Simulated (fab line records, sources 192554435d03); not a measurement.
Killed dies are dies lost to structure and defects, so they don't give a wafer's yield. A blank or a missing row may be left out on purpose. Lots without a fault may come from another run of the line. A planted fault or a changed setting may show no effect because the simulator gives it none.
fab line records | flow n5_finfet
record lots=4 wafers=12 last_day=19
route steps=1938 shown BEOL_M7@1310 BEOL_M8@1332 PASSIVATION@1936
lots that met no fault: from a run of the same line without faults
start_h: hours from the record's first day to the start of the lot's first wafer shown | wait_h: hours since the lot's step before | " the same as in the row above | L1.1+2: a row that stands for several wafers | - no value, or no start given | * or withheld: withheld | < > ~ a bound
route shown NAME@n: a module of which the file shows steps, and the number in the route of the first | usual: mean/standard deviation of fault-free wafers | same: alike in all rows | chamber/n: place in a boat | sites: the reading at each site | _std_site: their standard deviation | _edge_site: outer sites' mean less inner sites' | radius_mm: how far each site lies from the wafer's centre | mask NAME#n: copy n | behind: the tool/chamber that last shaped the wafer | hold: why the lot was held/for how many hours/how that ended | device: the transistor (n, p or np) that didn't switch | end of line: the same wafers' tests at the end of the route | a step without rows: its recipe alone | killed: dies lost to structure and defects at the first sort, not the wafer's yield | map: a wafer's dies, x killed, . not, _ none there
set.NAME: the setting as run; set.NAME@STEP: as run at that earlier step | model.NAME: the simulator's own value behind a step, which no gauge read
lots at some steps of the route; a table a step, a row a wafer
services: from which hour (start_h, from the record's first day; less than 0 if before it) a tool's chamber was out of use, for how many hours, and why
## steps
# step N5_BEOL_M7_STRIP_80
# recipe chemistry=N2/H2 time_s=10 power_w=450 temp_c=40 pressure_mtorr=20 rf_frequency_hz=6e+07 bias_power_w=7 n2_flow_sccm=200 h2_flow_sccm=200
# step N5_BEOL_M7_HM_STRIP_39
# recipe chemistry=peroxide_tin_strip material=TiN target_depth_a=250 temp_c=50 time_s=158
# step N5_BEOL_M7_SRD_40
# recipe time_s=30 temp_c=23 rinse_liquid=diw dry=ipa_marangoni
# step N5_BEOL_M7_PRECLEAN_42
# recipe chemistry=residue_remover time_s=60 temp_c=40
# step N5_BEOL_M7_SRD_43
# recipe time_s=30 temp_c=23 rinse_liquid=diw dry=ipa_marangoni
# step N5_BEOL_M7_CURE_75
# recipe temp_c=370 time_s=120 ambient=DMADMS/He material=SiCOH_lowk
# step N5_BEOL_M7_DEGAS_44
# recipe ambient=vacuum temp_c=250 time_s=60
# step N5_BEOL_M7_PRE_CLEAN_45
# recipe gas=H2/He time_s=30 temp_c=250
# step N5_BEOL_M7_ALD_77
# recipe material=TaN target_thk_a=20 temp_c=275 ald_precursor_family=PDMAT ald_co_reactant=NH3 pressure_torr=3 carrier_flow_sccm=1500 pulse_time_s=2 purge_time_s=3 co_reactant_purge_time_s=2 co_reactant_pulse_time_s=3 ald_cycles=40 precursor_vessel_temp_c=75 precursor_vessel_pressure_torr=26.25 precursor_vessel_carrier_sccm=1000
# step N5_BEOL_M7_SURFACE_TREAT_79
# recipe gas=Ar time_s=* ion_energy_ev=* ion_current_ma_cm2=0.5 pressure_mtorr=* ar_flow_sccm=30
# step N5_BEOL_M7_CVD_78
# recipe material=Co target_thk_a=20 temp_c=withheld precursor=CCTBA/H2 pressure_torr=30 time_s=142.3
# columns lot.wafer tool chamber start_h wait_h
L416.2+4+5 cvd_co-01 2,0,2 260.90 0.0
L422.1+2+5 cvd_co-01 1,2,1 293.40 0.0
L423.1+2+4 cvd_co-01 1,2,0 303.74 0.0
L434.1+2+6 cvd_co-02 0,2,1 367.32 0.2
# step N5_BEOL_M7_SPUTTER_48
# recipe material=Cu target_thk_a=100 temp_c=-20 bias_v=60 power_w=26000 chamber_pressure_pa=0.13 time_s=1.667
# step N5_BEOL_M7_ECD_50
# recipe material=Cu target_thk_a=3000
# step N5_BEOL_M7_ANNEAL_51
# recipe temp_c=225 time_s=90 ambient=N2
# step N5_BEOL_M7_CMP_52
# recipe stop_on=SiCOH_lowk t_overpolish_s=6.9 down_force_psi=1 platen_rpm=50 clearing_platen_down_force_psi=1.5 clearing_platen_rpm=50 post_cmp_clean=cu_alkaline target_thk_nm=80 clearing_platen_pad_velocity_m_s=0.99484 pad_velocity_m_s=0.99484
# step N5_BEOL_M7_PRE_CLEAN_55
# recipe gas=NH3 time_s=15 temp_c=withheld rf_power_w=300
# step N5_BEOL_M7_DEP_56
# recipe material=SiCN target_thk_a=100 temp_c=withheld precursor=3MS/NH3 pressure_torr=3 rf_w=202 time_s=17.5
# step N5_BEOL_M8_ILD_DEP_00
# recipe material=SiCOH_lowk target_thk_a=1797.5 temp_c=300 precursor=DEMS/porogen pressure_torr=5 rf_w=500 time_s=33.4
# step N5_BEOL_M8_CURE_74
# recipe temp_c=385 time_s=240 ambient=He/Ar material=SiCOH_lowk
# step N5_BEOL_M8_PECVD_70
# recipe material=SiO2 target_thk_a=200 temp_c=400 precursor=TEOS/O2 pressure_torr=5.5 rf_w=450 teos_flow_sccm=53.8 gas=O2 flow_sccm=3000 time_s=22.7
# step N5_BEOL_M8_HM_DEP_02
# recipe material=TiN target_thk_a=200 temp_c=25 chamber_pressure_pa=0.49996
# step N5_BEOL_M8_COAT_59
# recipe resist=SOC temp_c=250 time_s=60 spin_rpm=1500 resist_thk_nm=100
# step N5_BEOL_M8_COAT_60
# recipe resist=SiARC temp_c=220 time_s=60 spin_rpm=1500 resist_thk_nm=35
# step N5_BEOL_M8_COAT_05
# recipe resist=CAR-ArF spin_rpm=1500 resist_thk_nm=90
# step N5_BEOL_M8_EBR_07
# recipe solvent=PGMEA ebr_width_mm=1.5
# step N5_BEOL_M8_SOFTBAKE_06
# recipe temp_c=110 time_s=60 resist=CAR-ArF
# step N5_BEOL_M8_EXPOSE_08
# recipe mask_id=M8 na=1.35 source_shape=dipole sigma_inner=0.817 sigma_outer=0.97 polarization=te dose_mj=68.25
# step N5_BEOL_M8_PEB_09
# recipe peb_temp_c=withheld peb_time_s=60 resist=CAR-ArF
# step N5_BEOL_M8_DEVELOP_10
# recipe develop_time_s=30 developer=TMAH resist=CAR-ArF rinse_liquid=diw dry=air_spin dev_temp_c=23
# step N5_BEOL_M8_DESCUM_16
# recipe chemistry=O2 time_s=7.9 source_power_w=50 bias_power_w=20 pressure_mtorr=20 rf_frequency_hz=2.712e+07 temp_c=40 resist=CAR-ArF o2_flow_sccm=225
# step N5_BEOL_M8_ETCH_61
# recipe chemistry=CF4 target=SiARC target_depth_a=455 mask_material=CAR-ArF time_s=75.8 ion_energy_ev=80 pressure_mtorr=40 source_w=545 bias_w=36 Ar_flow_sccm=100 cf4_flow_sccm=100 ends=cleared
# step N5_BEOL_M8_ETCH_62
# recipe chemistry=N2/H2 target=SOC target_depth_a=1100 overetch_a=220 mask_material=SiARC temp_c=40 time_s=165 ion_energy_ev=200 pressure_mtorr=30 source_w=840 bias_w=150 n2_flow_sccm=200 h2_flow_sccm=200
# step N5_BEOL_M8_STRIP_68
# recipe chemistry=N2/H2 temp_c=40 n2_flow_sccm=200 h2_flow_sccm=200 rf_frequency_hz=6e+07
# step N5_PASSIVATION_PROBE_49
# usual defect_limited_yield=91.2/1.4 killed_at_M0_to_M3=34/9.4 killed_at_M4_up=14/5.6 killed_at_contacts=13/7.8 killed_at_front_end=37/10 killed_at_other=4/3.3 killed_dies=103/17 killed_open=68/13 killed_short=33/8.2 sort_bin_5_function=5.1/0.92 sort_bin_6_memory=3.3/0.71 sort_n_pass=1077/17 sort_yield_pct=91.2/1.4
# same gross_dies=1180 killed_at_back_side=0 sort_bin_4_leakage[%]=0 sort_bin_8_speed[%]=0
# columns lot.wafer tool chamber start_h wait_h defect_limited_yield[%] killed_at_M0_to_M3 killed_at_M4_up killed_at_contacts killed_at_front_end killed_at_other killed_dies killed_open killed_short sort_bin_5_function[%] sort_bin_6_memory[%] sort_n_pass sort_yield_pct[%]
L422.1 prober-02 - 372.54 0.0 79.2 40 148 26 31 1 246 69 36 12.0 5.5 934 79.2
L422.5 prober-02 - 372.74 0.2 79.7 37 164 12 25 2 240 68 24 13.0 4.8 940 79.7
L423.1 prober-01 - 377.92 0.0 80.1 42 164 7 21 1 235 65 26 13.2 3.6 945 80.1
# killed by level:class
L422.1 BEOL_M7:unspecified=141 MOL_CONTACT_COAG:geometric_particle:open=21 BEOL_M0_SAQP:geometric_particle:short=13 BEOL_M0_SAQP:geometric_particle:open=10 GATE_CUT:geometric_particle:open=8 STI_FIN_REVEAL:geometric_particle:open=6 GATE_CUT:geometric_particle:short=6 MOL_CONTACT_COAG:geometric_particle:short=5
L422.5 BEOL_M7:unspecified=148 MOL_CONTACT_COAG:geometric_particle:open=10 BEOL_M2:geometric_particle:open=9 BEOL_M3:geometric_particle:open=7 FIN_SAQP:geometric_particle:open=6 BEOL_M0_SAQP:geometric_particle:short=6 BEOL_M1:geometric_particle:open=6 GATE_CUT:geometric_particle:open=5
L423.1 BEOL_M7:unspecified=143 BEOL_M0_SAQP:geometric_particle:open=17 BEOL_M0_SAQP:geometric_particle:short=12 STI_FIN_REVEAL:geometric_particle:open=8 MOL_CONTACT_COAG:geometric_particle:open=7 BEOL_M5:geometric_particle:open=7 BEOL_M2:geometric_particle:open=6 BEOL_M1:geometric_particle:open=5
# map L422.1 (x killed, . not)
_________________....x.x.....________________
______________......xx.........._____________
___________.....x...x.......x.x....__________
__________...x..........xx.x.x.xx..._________
________.........x.xx..xx.xxxxxxxx...._______
_______.............x..xxxxxxxxxxxxxxx.______
______................xxxxxxxxxxxxxxx..._____
_____.x........xx......xxxxxxxxxxxxxx....____
____..................xxxxxxxxxxxxxxxx....___
___...x...............xxxxxxxxxxxxxxxx.xx..__
___...x................xxxxxxxxxxxx.xxx....__
__....x...x.x..........xxxxxxxxxxxxxx......._
__.x...x........x....x....xxxxxxxxxx........_
_............x........x.x..xxx...x...........
_........................xx.x..xx..x.........
_....x.....x..............x...........x..x...
_......x.....xx..........x......x............
_..........x........x.......x.......x........
_....x..........x........x.x.....x...........
_...............................x..x......x..
_.......xx................x................x.
__...x..x..x....x......................x...._
__.........x.................x......x......._
___......x..........xx...x.................__
___..........x...x........xx......xx.xxx...__
____......................x.x..x...x...xx.___
_____x....x.........x.x....x.............____
______....x....................x.x......_____
_______......x...........x.............______
________....................x........._______
__________.........x..x..........x.._________
___________....x............x.....x__________
______________....x.x...x.....x._____________
_________________.x..........________________
# map L423.1 (x killed, . not)
_________________............________________
______________......x......x...._____________
___________x..........x...x.xxx.xx.__________
__________.........xx...x.x.xxxx...._________
________..............x.x.xxxxxxx...x._______
_______...x.x............xxxxxxxxxx.x..______
______.......x....x....xxxxxxxxxxxxxxx.x_____
_____.x....x.........xxxxxxxxxxxxxxxx....____
____.......x..........xx.xxxxxxxxxxxxx....___
___....x.......x.x....x.xxxxxxxxxxxxx.x..xx__
___......x..........x..xxxxxxxxxxxxxx....xx__
__x..........x......x.xxxxxxxxxxxxxxxx.x...x_
__.x.......x............xxxxxxxxxx.........._
_...x.......x...xx..x...xx.xxxxx.xxx........x
_x.........x...............x.x...............
_..x....x................x........x.......x..
_...................x.......x........x.xx.x..
_............................................
_..x.................xx.........xx...........
_........x..x.............x.................x
_..x....x....................................
__.........................................._
__.......x................x.............x..._
___......................x..x....x.........__
___..............xx......x.................__
____.x..................x...........x.....___
_____x........................x..x.xx....____
______..........x..x...................._____
_______.............x......x...........______
________.....x...................x...._______
__________.........................._________
___________.....x.................x__________
______________..x........x......_____________
_________________x..x........________________
## services
# columns tool chamber start_h hours kind
cvd_co-02 - 326.75 0.5 repair
cvd_co-01 1 333.40 - clean
cvd_co-01 1 333.40 22.0 scheduled_down
cvd_co-01 1 333.40 22.0 vent_cycle
## key
first_sign step=N5_PASSIVATION_PROBE_49 reading=killed_at_M4_up direction=up sigmas=26 usual=14 struck=159
effect step=N5_PASSIVATION_PROBE_49 reading=defect_limited_yield direction=down sigmas=8 usual=91.2 struck=79.6
more_kills_born_at N5_BEOL_M7_CVD_78@cvd_co-01=432
met_at N5_BEOL_M7_CVD_78
struck_wafers L422.1,L422.5,L423.1
fault kind=chamber_particle_source tool=cvd_co-01 chamber=1 onset_h=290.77 steps=N5_BEOL_M7_CVD_78 rate_per_visit_cm2=1.3172 end_h=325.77
